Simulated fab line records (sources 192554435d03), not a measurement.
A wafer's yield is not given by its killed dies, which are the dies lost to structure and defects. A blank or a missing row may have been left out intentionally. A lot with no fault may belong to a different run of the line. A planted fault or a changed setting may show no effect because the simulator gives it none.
A lot that was struck, set against a sound lot :: flow n5 finfet :: 35 steps out of a route of 1938
Sound: wafers L378.2, L378.3, L378.4. Struck: wafer L389.1. (L389.3, L389.6 of the same lot were not struck and are left out.) The cause comes at the end.
Order at every step that has rows: each side's tool, ch and its chambers, its first start. Under that, the readings that differ: sound wafers :: struck wafers :: difference of the means :: sigmas: that difference in standard deviations of wafers without a fault.
alike: a reading whose means differ by less than 2 such deviations, as well as words and numbers matching on both sides. not compared: withheld readings; readings where some wafer has no value; bounds like >300 that might hide an equal value; numbers whose values overlap and for which the record gives no deviation.
The two part at a step that has a row with sigmas, a row that says differs or no value, or rows on one side only. Non-overlapping numbers with no deviation appear without sigmas and do not part them. A reading that every wafer of one side lacks parts them only if that side has two wafers or more.

first, 10 steps without rows for these wafers: N5_BEOL_M8_DESCUM_33 (chemistry O2, time 7 s); N5_BEOL_M8_ETCH_72 (etches underlayer in N2/H2, target depth 6.5 nm, time 5.2 s); N5_BEOL_M8_ETCH_65 (etches SiARC in CF4, target depth 15.6 nm, time 26 s); N5_BEOL_M8_ETCH_66 (etches SOC in N2/H2, target depth 80 nm, overetch 16 nm, time 120 s); N5_BEOL_M8_STRIP_69 (strips in N2/H2); N5_BEOL_M8_STRIP_73 (strips in N2/H2); N5_BEOL_M8_VIA_ETCH_34 (etches SiCOH lowk in C4F6/O2, target depth 125.5 nm, time 50.5 s); N5_BEOL_M8_STRIP_76 (strips in C4F6/O2); N5_BEOL_M8_STRIP_36 (strips in N2/H2); N5_BEOL_M8_TRENCH_ETCH_37 (etches SiCOH lowk in C4F6/O2, target depth 93.478 nm, time 31.2 s).
N5_BEOL_M8_ETCH_41: etches SiCN in CH3F/O2, target depth 31.9 nm, time 57.8 s.
  sound on rie diel-02 ch 0,1,2, day 11 03:40; struck on rie diel-02 ch 0, day 14 08:16
  alike: chamber pressure mTorr, drypump motor current A, oes product au, rf vpp V, showerhead plenum p Torr, throttle valve pct
  not compared: rf hours counter h
then, 23 steps without rows for these wafers: N5_BEOL_M8_STRIP_80 (strips in N2/H2, time 10 s); N5_BEOL_M8_HM_STRIP_39 (strips TiN in peroxide tin strip, target depth 25 nm, time 158 s); N5_BEOL_M8_SRD_40 (time 30 s); N5_BEOL_M8_PRECLEAN_42 (cleans in residue remover, time 60 s); N5_BEOL_M8_SRD_43 (time 30 s); N5_BEOL_M8_CURE_75 (cures SiCOH lowk, time 120 s); N5_BEOL_M8_DEGAS_44 (time 60 s); N5_BEOL_M8_PRE_CLEAN_45 (time 30 s); N5_BEOL_M8_ALD_77 (deposits TaN, target thk 2 nm, pulse time 2 s, purge time 3 s); N5_BEOL_M8_SURFACE_TREAT_79; N5_BEOL_M8_CVD_78 (deposits Co from CCTBA/H2, target thk 2 nm, time 142.3 s); N5_BEOL_M8_SPUTTER_48 (material Cu, target thk 10 nm, time 1.667 s); N5_BEOL_M8_ECD_50 (material Cu, target thk 300 nm); N5_BEOL_M8_ANNEAL_51 (time 90 s); N5_BEOL_M8_CMP_52 (polishes, stops on SiCOH lowk, t overpolish 6.9 s, target thk 80 nm); N5_BEOL_M8_PRE_CLEAN_55 (time 15 s); N5_BEOL_M8_DEP_56 (deposits SiCN from 3MS/NH3, target thk 10 nm, time 17.5 s); N5_BEOL_M9_ILD_DEP_00 (deposits SiCOH lowk from DEMS/porogen, target thk 308.51 nm, time 58 s); N5_BEOL_M9_CURE_71 (cures SiCOH lowk, time 240 s); N5_BEOL_M9_PECVD_70 (deposits SiO2 from TEOS/O2, target thk 20 nm, time 22.7 s); N5_BEOL_M9_HM_DEP_02 (deposits TiN, target thk 20 nm); N5_BEOL_M9_COAT_59 (time 60 s, resist thk 100 nm); N5_BEOL_M9_COAT_60 (time 60 s, resist thk 30 nm).
-- a jump in the record: the struck wafers' starts before and after are 3 days apart (it breaks off in module BEOL_M9 and resumes in module PASSIVATION, where the first step shown is number 1936 of the route) --
N5_PASSIVATION_PROBE_49:
  sound on prober-01 at day 13 18:43; struck on prober-01 at day 17 13:28
reading: defect limited yield (%)
sound: 89.9
struck: 80.7
difference: -9.2
sigmas: -6

reading: killed_at_M4_up
sound: 16
struck: 157
difference: +141
sigmas: +28

reading: killed dies
sound: 119
struck: 228
difference: +109
sigmas: +6

reading: killed on rim
sound: 14
struck: 25
difference: +11
sigmas: +3

reading: killed open
sound: 81
struck: 50
difference: -31
sigmas: -2

reading: sort_bin_5_function (%)
sound: 6.0
struck: 10.6
difference: +4.6
sigmas: +5

reading: sort n pass
sound: 1061
struck: 952
difference: -109
sigmas: -6

reading: sort yield pct (%)
sound: 89.9
struck: 80.7
difference: -9.2
sigmas: -6
  alike: killed_at_M0_to_M3, killed at contacts, killed at front end, killed at other, killed short, sort_bin_6_memory

## WHERE THEY PART
Only at N5_PASSIVATION_PROBE_49, within this record.

WHY: the cause the simulator had injected
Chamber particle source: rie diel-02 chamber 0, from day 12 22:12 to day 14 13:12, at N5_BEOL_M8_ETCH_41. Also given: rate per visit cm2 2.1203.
